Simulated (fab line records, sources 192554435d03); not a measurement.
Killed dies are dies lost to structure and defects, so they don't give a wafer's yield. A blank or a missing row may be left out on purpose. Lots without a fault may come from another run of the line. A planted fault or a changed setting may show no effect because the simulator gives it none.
A struck lot beside a sound one | flow n5_finfet | 36 steps out of a route of 1938
Sound: wafers L527.1, L527.2, L527.4. Struck: wafers L544.1, L544.5, L544.6. The cause comes at the end.
At each step with rows: each side's tool, then ch and its chambers, then its first start. Under that, the readings that differ: sound wafers | struck wafers | difference of the means | sigmas: that difference in standard deviations of wafers without a fault.
alike: readings whose means differ by less than 2 such deviations, and words and numbers that are the same on both sides. not compared: withheld readings, readings that some wafer has no value for, bounds like >300 that may hide the same value, and numbers for which the record gives no deviation and whose values overlap.
The two part at a step that has a row with sigmas, a row that says differs or no value, or rows on one side only. Numbers that don't overlap but have no deviation are shown without sigmas and don't part them. A reading that every wafer of one side lacks parts them only if that side has two wafers or more.

first, 9 steps without rows for these wafers: N5_WELL_APT_HMDS_01 (time 60 s); N5_WELL_APT_COAT_02 (resist thk 950 nm); N5_WELL_APT_EBR_04; N5_WELL_APT_SOFTBAKE_03 (time 60 s); N5_WELL_APT_EXPOSE_05 (exposes mask NWELL, defocus 0 nm, target cd 200 nm); N5_WELL_APT_PEB_06 (peb time 90 s); N5_WELL_APT_DEVELOP_07 (develop time 45 s); N5_WELL_APT_HARDBAKE_12 (time 120 s); N5_WELL_APT_DESCUM_13 (chemistry O2, time 7.9 s).
N5_WELL_APT_IMPLANT_14:
  sound on implanter-02 ch 0, day 1 19:57; struck on implanter-02 ch 0, day 6 01:52
  reading            | sound                            | struck                           | difference  | sigmas
  dose_ions_cm2      | 1.5013e+13 1.5016e+13 1.5012e+13 | 1.0013e+13 1.0036e+13 1.0013e+13 | -4.9930e+12 | -99 or more
  faraday_current_uA | 190 183 184                      | 128 128 125                      | -59         | -16
then, 25 steps without rows for these wafers: N5_WELL_APT_IMPLANT_15; N5_WELL_APT_STRIP_16 (strips in SPM, time 900 s); N5_WELL_APT_HMDS_18 (time 60 s); N5_WELL_APT_COAT_19 (resist thk 950 nm); N5_WELL_APT_EBR_21; N5_WELL_APT_SOFTBAKE_20 (time 60 s); N5_WELL_APT_EXPOSE_22 (exposes mask PWELL, defocus 0 nm, target cd 200 nm); N5_WELL_APT_PEB_23 (peb time 90 s); N5_WELL_APT_DEVELOP_24 (develop time 45 s); N5_WELL_APT_HARDBAKE_29 (time 120 s); N5_WELL_APT_DESCUM_30 (chemistry O2, time 7.9 s); N5_WELL_APT_IMPLANT_31; N5_WELL_APT_IMPLANT_32; N5_WELL_APT_STRIP_33 (strips in SPM, time 900 s); N5_WELL_APT_RTA_34 (time 10 s); N5_WELL_APT_OXIDE_STRIP_42 (strips SiO2 in dHF, time 45 s, target depth 12 nm); N5_WELL_APT_PRECLEAN_36 (cleans in O3/DIW, time 45 s); N5_WELL_APT_PRECLEAN_39 (cleans in dHF, time 60 s); N5_WELL_APT_SRD_37 (time 30 s); N5_WELL_APT_EPI_41 (deposits Si from SiH4/H2, target thk 50 nm, time 297.7 s); N5_PMOS_HMC_CHANNEL_EPI_HM_DEP_34 (deposits SiO2 from TEOS/O2, target thk 36 nm, time 6.9 s); N5_PMOS_HMC_CHANNEL_EPI_COAT_31 (time 60 s, resist thk 66 nm); N5_PMOS_HMC_CHANNEL_EPI_COAT_03 (resist thk 205 nm); N5_PMOS_HMC_CHANNEL_EPI_EBR_05; N5_PMOS_HMC_CHANNEL_EPI_SOFTBAKE_04 (time 60 s).
-- the record jumps here: 7 days lie between the struck wafers' starts before and after (it left off in module PMOS_HMC_CHANNEL_EPI and takes up again in module BEOL_M4, whose first step shown is number 1111 of the route) --
N5_BEOL_M4_RC_MEAS_101:
  sound on prober-02 ch 0, day 8 20:35; struck on prober-01 ch 0, day 12 16:02
  reading           | sound          | struck         | difference | sigmas
  ION_N (uA/um)     | 654 661 660    | 683 687 686    | +27        | +2
  RS_NWELL (ohm/sq) | 1041 1041 1041 | 1294 1303 1300 | +258       | +42
  SS_P (mV/dec)     | 71.9 72.4 72.5 | 73.8 73.9 74.7 | +1.9       | +3
  VT_N (mV)         | 254 253 256    | 246 246 245    | -9         | -3
  alike: DIBL_N, DIBL_P, IOFF_N, IOFF_P, ION_P, SS_N, VT_P

WHERE THEY PART
First at N5_WELL_APT_IMPLANT_14; last, within this record, at N5_BEOL_M4_RC_MEAS_101.

WHY: what the simulator had put in
Process parameter drift: implanter-02, from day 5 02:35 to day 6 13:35, at N5_WELL_APT_IMPLANT_14. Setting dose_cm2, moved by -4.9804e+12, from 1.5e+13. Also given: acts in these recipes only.
